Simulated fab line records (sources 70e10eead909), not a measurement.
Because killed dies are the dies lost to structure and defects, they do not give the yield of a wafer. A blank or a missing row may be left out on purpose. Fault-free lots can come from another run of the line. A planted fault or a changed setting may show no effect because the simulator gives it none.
Comparing a struck lot with a sound one :: flow nandHarc :: 14 steps out of a route of 1302
Sound: wafers L382.1, L382.2, L382.3. Wafers L391.1, L391.4, L391.5 were the ones struck. The cause is named last.
For every step that has rows: the tool of each side, followed by ch and its chambers, followed by its first start. Under that, the readings that differ: sound wafers :: struck wafers :: difference of the means :: sigmas: that difference in standard deviations of wafers without a fault.
alike: readings whose means differ by less than 2 such deviations, and words and numbers that are the same on both sides. not compared: withheld readings, readings that some wafer has no value for, bounds like >300 that may hide the same value, and numbers for which the record gives no deviation and whose values overlap.
A row with sigmas, a row that says differs or no value, or rows on one side alone: a step with any of these is where the two part. Non-overlapping numbers with no deviation appear without sigmas and do not part them. A reading missing from all wafers of one side parts the sides only when that side holds two or more wafers.

NHARC_THIN_TSV_CMP_01: polishes.
  sound on cmp-02 ch 0,1,2, day 26 03:07; struck on cmp-01 ch 1,2, day 29 16:25
  alike: motorCurrentA
NHARC_THIN_TSV_THK_MEAS_02: measures by ir.
  struck on filmMetro-02, day 29 16:39; sound on filmMetro-02, day 26 03:23
  alike: thkNm
then, 3 steps without rows for these wafers: NHARC_THIN_TSV_SRD_03; NHARC_THIN_TSV_PRECLEAN_41 (cleans in SC1); NHARC_THIN_TSV_SRD_42.
NHARC_THIN_TSV_DEP_43: deposits SiO2, target thk 1328.5 nm.
  sound on pecvd-04 ch 0,1,2, day 26 03:36; struck on pecvd-02 ch 0,1, day 29 16:58
  alike: throttleValvePct
then, 6 steps without rows for these wafers: NHARC_THIN_TSV_DEHYDRATE_04 (time 120 s); NHARC_THIN_TSV_HMDS_05 (time 30 s); NHARC_THIN_TSV_COAT_06; NHARC_THIN_TSV_SOFTBAKE_07 (time 95 s); NHARC_THIN_TSV_EBR_08; NHARC_THIN_TSV_EXPOSE_09 (exposes mask TSV).
NHARC_THIN_TSV_PEB_10: peb time 85 s.
  sound on lithoTrack-05 ch 0, day 26 04:13; struck on lithoTrack-05, day 29 17:37
  no value came back on the struck wafers for chillPlateTempC (C), exhaustPa (Pa), heaterPowerTotalW (W); on the sound wafers chillPlateTempC (C) reads 23.01 22.84 22.97
then, 1 step without rows for these wafers: NHARC_THIN_TSV_DEVELOP_11 (time 70 s).

## WHERE THEY PART
At NHARC_THIN_TSV_PEB_10 and nowhere else, as far as this record goes.

WHY: whatever the simulator had introduced
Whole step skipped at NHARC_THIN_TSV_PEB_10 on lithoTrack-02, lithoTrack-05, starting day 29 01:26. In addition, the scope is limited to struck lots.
